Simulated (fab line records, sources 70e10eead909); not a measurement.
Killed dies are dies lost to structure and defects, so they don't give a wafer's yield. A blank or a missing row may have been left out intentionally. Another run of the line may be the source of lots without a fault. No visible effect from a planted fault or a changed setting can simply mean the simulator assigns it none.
fab line records | flow nandHarc
record lots=6 wafers=18 lastDay=33
route steps=1302 shown A_STAIRCASE@886 A_SGD_CUT@890 END@1302
lots with no fault: from the same line, run without faults
startH: start of the lot's first displayed wafer, in hours after the record's first day | waitH: hours since the lot's step before | " the same as in the row above | L1.1+2: one row covering several wafers at once | - no value, or no start was given | * or withheld: withheld | < > ~ a bound
route shown NAME@n: NAME is a module with steps in the file, n the number in the route of the first one | usual: mean and standard deviation over wafers with no fault | same: alike in all rows | chamber/n: place in a boat | sites: per-site readings | _std_site: the standard deviation of these | _edge_site: inner sites' mean taken away from outer sites' mean | radiusMm: how far each site lies from the wafer's centre | mask NAME#n: copy n | behind: the tool/chamber that last shaped the wafer | hold: why the lot was held/for how many hours/how that ended | device: the transistor (n, p or np) that didn't switch | end of line: the tests these same wafers got at the end of their route | for a step that has no rows: nothing shown but its recipe | killed: the dies lost at the first sort to structure and to defects; this is not the yield of the wafer | map: per-die view of a wafer (x killed, . not killed, _ where there is no die)
set.NAME: the setting that was run; set.NAME@STEP: the one run at that earlier step | model.NAME: the simulator's own value behind a step, which no gauge read
a table for each step, a row for each wafer; lots at some steps of the route
services: when a tool's chamber went out of use (startH, in hours from the record's first day, below 0 if earlier), for how many hours, and the reason
## steps
# step NHARC_A_STAIRCASE_CMP_472
# recipe material=SiO2
# usual motorCurrentA=12.3/1.3
# columns lot.wafer tool chamber startH waitH motorCurrentA
L829.4 cmp-02 3 454.33 0.2 11.2
L829.1 " 0 " " 11.2
L829.3 " 1 " " 13.6
L831.2 cmp-02 2 476.02 0.2 11.5
L831.1 " 3 " " 11.9
L831.5 " 1 " " 13.7
L837.2 cmp-04 1 546.69 0.3 13.1
L837.4 " 3 " " 14.3
L837.5 " 1 " " 12.4
L838.3 cmp-04 2 553.61 0.2 12.5
L838.6 " 2 " " 13.4
L838.5 " 3 " " 13.4
L846.4 cmp-01 3 636.39 0.1 15.2
L846.1 " 0 " " 11.5
L846.5 " 0 " " 12.1
L850.4 cmp-04 0 659.96 0.2 10.4
L850.3 " 1 " " 12.8
L850.6 " 2 " " 12.9
# step NHARC_A_STAIRCASE_SRD_474
# step NHARC_A_STAIRCASE_INSPECT_155
# usual rawDefectCount=393/120
# columns lot.wafer tool chamber startH waitH rawDefectCount
L829.1 defectInspect-02 - 454.65 0.1 202
L829.3 " - " " 269
L829.4 " - " " 207
L831.1 defectInspect-01 - 476.34 0.1 491
L831.2 " - " " 352
L831.5 " - " " 401
L837.2 defectInspect-02 - 547.02 0.1 314
L837.4 " - " " 373
L837.5 " - " " 423
L838.3 defectInspect-01 - 553.95 0.1 541
L838.5 " - " " 370
L838.6 " - " " 365
L846.1 defectInspect-01 - 636.73 0.1 407
L846.4 " - " " 476
L846.5 " - " " 523
L850.3 defectInspect-01 - 660.25 0.1 291
L850.4 " - " " 263
L850.6 " - " " 179
# step NHARC_A_SGD_CUT_DEP_00
# recipe targetThkA=500 tempC=400 targetThkNm=50 flowSccm=200 rfW=450 material=SiNx
# usual heaterPowerW=688/79
# columns lot.wafer tool chamber startH waitH heaterPowerW
L829.1 pecvd-01 2 454.72 0.1 685
L829.3 " 0 " " 887
L829.4 " 0 " " 842
L831.2 pecvd-04 2 476.40 0.1 640
L831.1 " 1 " " 715
L831.5 " 0 " " 702
L837.2 pecvd-04 2 547.14 0.1 597
L837.4 " 0 " " 700
L837.5 " 2 " " 622
L838.3 pecvd-04 2 554.02 0.1 639
L838.5 " 2 " " 626
L838.6 " 0 " " 734
L846.1 pecvd-03 0 636.86 0.1 475
L846.5 " 1 " " 748
L846.4 " 0 " " 475
L850.3 pecvd-04 1 660.37 0.1 617
L850.4 " 2 " " 583
L850.6 " 1 " " 613
# step NHARC_A_SGD_CUT_DEHYDRATE_01
# recipe tempC=150 timeS=120
# step NHARC_A_SGD_CUT_HMDS_02
# recipe timeS=30
# step NHARC_A_SGD_CUT_COAT_56
# recipe tempC=260 timeS=75
# step NHARC_A_SGD_CUT_COAT_57
# recipe tempC=225 timeS=65
# step NHARC_A_SGD_CUT_COAT_03
# recipe spinRpm=1500 resistThkNm=90
# step NHARC_A_SGD_CUT_SOFTBAKE_04
# recipe tempC=105 timeS=55
# step NHARC_A_SGD_CUT_EBR_05
# step NHARC_A_SGD_CUT_EXPOSE_06
# recipe na=1.35 doseMj=85.59 maskId=SGD
# usual exposureDoseMJCm2=85.46/0.14 focusOffsetNm=0.0/0.5
# columns lot.wafer tool chamber startH waitH mask exposureDoseMJCm2 focusOffsetNm
L829.1 arfiScanner-02 0 455.31 - SGD#0 85.40 -0.1
L829.3 " 0 " " SGD#0 85.67 0.3
L829.4 " 0 " " SGD#0 85.54 0.0
L831.1 arfiScanner-01 0 476.98 - SGD#0 85.60 0.3
L831.2 " 0 " " SGD#0 85.57 -0.2
L831.5 " 0 " " SGD#0 85.61 0.2
L837.2 arfiScanner-02 0 547.67 - SGD#0 109.34 -0.8
L837.4 " 0 " " SGD#0 109.28 0.2
L837.5 " 0 " " SGD#0 109.27 -0.3
L838.3 arfiScanner-02 0 554.48 - SGD#0 104.58 -0.3
L838.5 " 0 " " SGD#0 104.53 0.2
L838.6 " 0 " " SGD#0 104.46 -0.1
L846.1 arfiScanner-01 0 637.38 - SGD#0 85.40 -0.4
L846.4 " 0 " " SGD#0 85.48 -0.8
L846.5 " 0 " " SGD#0 85.52 -0.2
L850.3 arfiScanner-01 0 660.91 - SGD#0 85.50 0.4
L850.4 " 0 " " SGD#0 85.74 0.1
L850.6 " 0 " " SGD#0 85.69 0.4
# step NHARC_A_SGD_CUT_PEB_07
# recipe pebTempC=100 pebTimeS=65
# step NHARC_A_SGD_CUT_DEVELOP_08
# recipe developTimeS=35 devTempC=23
# step NHARC_A_SGD_CUT_CD_MEAS_09
# recipe targetCdNm=100 landingEnergyEv=500
# usual cdNm=100.1/0.8
# columns lot.wafer tool chamber startH waitH cdNm
L829.1 cdSem-02 0 455.44 - 99.5
L829.3 " 0 " " 99.5
L829.4 " 0 " " 99.8
L831.1 cdSem-02 0 477.12 - 99.2
L831.2 " 0 " " 99.6
L831.5 " 0 " " 98.1
L837.2 cdSem-02 0 547.81 - 119.5
L837.4 " 0 " " 120.1
L837.5 " 0 " " 119.7
L838.3 cdSem-01 0 554.62 - 116.3
L838.5 " 0 " " 116.2
L838.6 " 0 " " 115.9
L846.1 cdSem-02 0 637.52 - 99.3
L846.4 " 0 " " 99.5
L846.5 " 0 " " 100.0
L850.3 cdSem-03 0 661.05 - 100.4
L850.4 " 0 " " 100.0
L850.6 " 0 " " 99.8
# step NHARC_A_SGD_CUT_OVL_MEAS_10
# usual overlayXNm=-0.1/0.8 overlayYNm=0.0/0.66
# columns lot.wafer tool chamber startH waitH overlayXNm overlayYNm
L829.1 overlay-01 - 455.53 - 0.6 -0.1
L829.3 " - " " 0.7 -0.2
L829.4 " - " " 1.0 -0.5
L831.1 overlay-02 - 477.21 - -0.8 0.9
L831.2 " - " " -0.6 0.7
L831.5 " - " " -0.8 0.8
L837.2 overlay-02 - 547.89 - 1.5 -0.4
L837.4 " - " " 1.2 -1.4
L837.5 " - " " 0.8 -0.6
L838.3 overlay-02 - 554.70 - 0.7 -0.4
L838.5 " - " " 0.5 -0.2
L838.6 " - " " 0.0 -0.8
L846.1 overlay-01 - 637.61 - -0.7 0.6
L846.4 " - " " -0.4 0.8
L846.5 " - " " 0.0 0.5
L850.3 overlay-02 - 661.13 - -0.3 1.5
L850.4 " - " " 0.3 1.2
L850.6 " - " " -0.2 0.7
# step NHARC_END_SORT_01
# recipe tempC=25
# usual killedAtArray=61/24 killedAtOther=1.2/1.3 killedAtPeriphery=3.7/2.6 killedDies=66/23 killedOpen=3.3/1.8 killedShort=2.4/1.6
# same grossDies=677
# columns lot.wafer tool chamber startH waitH killedAtArray killedAtOther killedAtPeriphery killedDies killedOpen killedShort
L838.6 prober-01 0 683.28 4.0 87 0 3 90 3 3
# killed by level:class
L838.6 A_CHANNEL_HOLE_D1:chamberFilmFlake=35 A_SLIT:chamberFilmFlake=28 A_SGD_CUT:chamberFilmFlake=7 A_WL_FILL:chamberFilmFlake=6 A_STAIRCASE:chamberFilmFlake=4 P_BONDPAD:chamberFilmFlake=2 P_CONTACT:geometricParticle:open=1 A_CHANNEL_HOLE_D1:geometricParticle:short=1
## services
# columns tool chamber startH hours kind
cmp-04 - 436.22 2.1 repair
arfiScanner-02 - 437.62 1.3 repair
cmp-02 - 439.69 4.0 pm
cmp-04 - 447.82 0.7 repair
pecvd-04 - 450.01 13.0 pm
pecvd-04 - 463.58 1.4 repair
cmp-02 - 482.28 1.7 repair
cmp-04 - 505.45 4.0 pm
arfiScanner-02 - 508.45 4.0 pm
cmp-02 - 510.04 1.9 repair
cmp-04 - 515.74 2.9 repair
cmp-02 - 537.81 4.0 pm
cmp-04 - 539.49 1.9 repair
cmp-02 - 563.69 1.4 repair
pecvd-04 2 583.04 2.5 repair
arfiScanner-02 - 588.95 4.4 repair
cmp-02 - 593.19 2.6 repair
arfiScanner-01 - 596.00 4.0 pm
cmp-04 - 603.45 4.0 pm
arfiScanner-01 - 612.91 1.3 repair
arfiScanner-02 - 625.76 2.3 repair
pecvd-04 - 631.01 13.0 pm
cmp-02 - 635.81 4.0 pm
cmp-02 - 643.49 1.3 repair
## key
firstSign step=NHARC_A_SGD_CUT_EXPOSE_06 reading=exposureDoseMJCm2 direction=up sigmas=99+ usual=85.46 struck=106.91
effect step=NHARC_A_SGD_CUT_CD_MEAS_09 reading=cdNm direction=up sigmas=22 usual=100.1 struck=117.9 through=controlLoop
metAt NHARC_A_SGD_CUT_EXPOSE_06
struckWafers L837.2,L837.4,L837.5,L838.3,L838.5,L838.6
testerLeftOut L837,L838
loopTrim step=NHARC_A_SGD_CUT_EXPOSE_06 setting=dose lots=L838
onsetBetween 455.31 547.67
fault kind=processParameterDrift tool=arfiScanner-02 chamber=- onsetH=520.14 steps=NHARC_A_SGD_CUT_EXPOSE_06 channel=doseMj offset=23.726 shape=step actsIn=theseRecipesOnly stated=85.59
# testerLeftOut: of these lots the tester's yield and bins aren't shown, on N5 and GAA mostly nor the transistor test; their killed dies are dies lost to structure and defects alone, not to doping, threshold or leakage, so they don't give the yield
# loopTrim: a control loop set the setting to another value than it would have without faults
